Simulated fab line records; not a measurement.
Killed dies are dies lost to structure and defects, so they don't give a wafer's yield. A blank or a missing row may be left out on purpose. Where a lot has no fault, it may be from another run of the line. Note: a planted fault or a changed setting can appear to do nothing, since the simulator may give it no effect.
A lot that was struck, set against a sound lot -- flow n5-finfet -- 22 out of 1938 route steps
Sound: wafers L686.2, L686.4, L686.6. Wafers struck: L676.2, L676.3, L676.4. The cause is given at the end.
At each step with rows: each side's tool, then ch and its chambers, then its first start. Under that, the readings that differ: sound wafers -- struck wafers -- difference of the means -- sigmas: that difference in standard deviations of wafers without a fault.
alike: a reading whose means differ by less than 2 such deviations, as well as words and numbers matching on both sides. not compared: withheld readings; readings where some wafer has no value; bounds like >300 that might hide an equal value; numbers whose values overlap and for which the record gives no deviation.
Wherever a step has rows on one side only, a row that says differs or no value, or a row with sigmas, the two part there. Non-overlapping numbers with no deviation appear without sigmas and do not part them. A reading missing from all wafers of one side parts the sides only when that side holds two or more wafers.

first, 11 steps without rows for these wafers: N5_GATE_CUT_VAPOR_ETCH_60 (etches HfO2 in BCl3/Cl2); N5_GATE_CUT_ETCH_58 (etches SiNx in CH3F/O2, target depth 17 nm, time 128.6 s); N5_GATE_CUT_STRIP_59 (strips in N2/H2, time 20 s); N5_GATE_CUT_PRECLEAN_31 (cleans in DIW, time 300 s); N5_GATE_CUT_SRD_32 (time 30 s); N5_GATE_CUT_SAC_CAP_01 (material SiNx, target thk 24 nm, pulse time 1 s, ald cycles 480); N5_GATE_CUT_PECVD_57 (deposits SiNx from SiH4/NH3/N2, target thk 21 nm); N5_GATE_CUT_CMP_02 (polishes, stops on SiO2, t overpolish 12.7 s, target thk 0 nm); N5_GATE_CUT_HM_DEP_46 (deposits SiO2 from TEOS/O2, target thk 130 nm, time 26.6 s); N5_GATE_CUT_COAT_34 (time 60 s, resist thk 60 nm); N5_GATE_CUT_COAT_35 (time 60 s, resist thk 10 nm).
N5_GATE_CUT_COAT_27: time 60 s, resist thk 10 nm.
  sound on litho-track-01 ch 0, day 8 19:17; struck on litho-track-05 ch 0, day 6 03:08
reading,sound,struck,difference,sigmas
spin-speed-rpm (rpm),1500.2 1499.4 1499.3,1465.2 1464.5 1465.6,-34.5,-39
  alike: exhaust-pa
then, 7 steps without rows for these wafers: N5_GATE_CUT_COAT_07 (resist thk 30 nm); N5_GATE_CUT_EBR_09; N5_GATE_CUT_SOFTBAKE_08 (time 60 s); N5_GATE_CUT_EXPOSE_10 (exposes mask GATE CUT, target cd 20 nm); N5_GATE_CUT_PEB_11 (peb time 60 s); N5_GATE_CUT_DEVELOP_12 (develop time 30 s); N5_GATE_CUT_DESCUM_18 (chemistry O2, time 7 s).
N5_GATE_CUT_ETCH_28: etches underlayer in N2/H2, target depth 13 nm, time 10.4 s.
  sound on rie-diel-03 ch 0,1,3, day 8 19:43; struck on rie-diel-02 ch 0,1,3, day 6 03:34
reading,sound,struck,difference,sigmas
model.etch.depth-nm (nm),10.01 9.994 9.992,10.11 10.09 10.11,+0.10,
  alike: bias-w, chamber-pressure-mTorr, drypump-motor-current-A, etch-rf-on-time-s, oes-product-au, rf-vpp-V, showerhead-plenum-p-Torr, throttle-valve-pct
  not compared: rf-hours-counter-h
then, 1 step without rows for these wafers: N5_GATE_CUT_ETCH_36 (etches SiARC in CF4, target depth 13 nm, time 21.7 s).
-- here the record skips 4 days between the struck wafers' starts before and after, leaving off in module GATE_CUT and picking up in module BEOL_M4 (first step shown: number 1111 of the route) --
N5_BEOL_M4_RC_MEAS_101:
  sound on prober-01 ch 0, day 12 09:55; struck on prober-02 ch 0, day 9 15:51
  alike: DIBL_N, DIBL_P, IOFF_N, IOFF_P, ION_N, ION_P, SS_N, SS_P, VT_N, VT_P

WHERE THEY PART
Only at N5_GATE_CUT_COAT_27, within this record. Later steps at which nothing parts them and some readings are alike: N5_GATE_CUT_ETCH_28, N5_BEOL_M4_RC_MEAS_101.

WHY: the cause the simulator had injected
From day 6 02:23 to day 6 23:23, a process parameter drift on litho-track-05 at N5_GATE_CUT_COAT_27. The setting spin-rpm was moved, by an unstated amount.
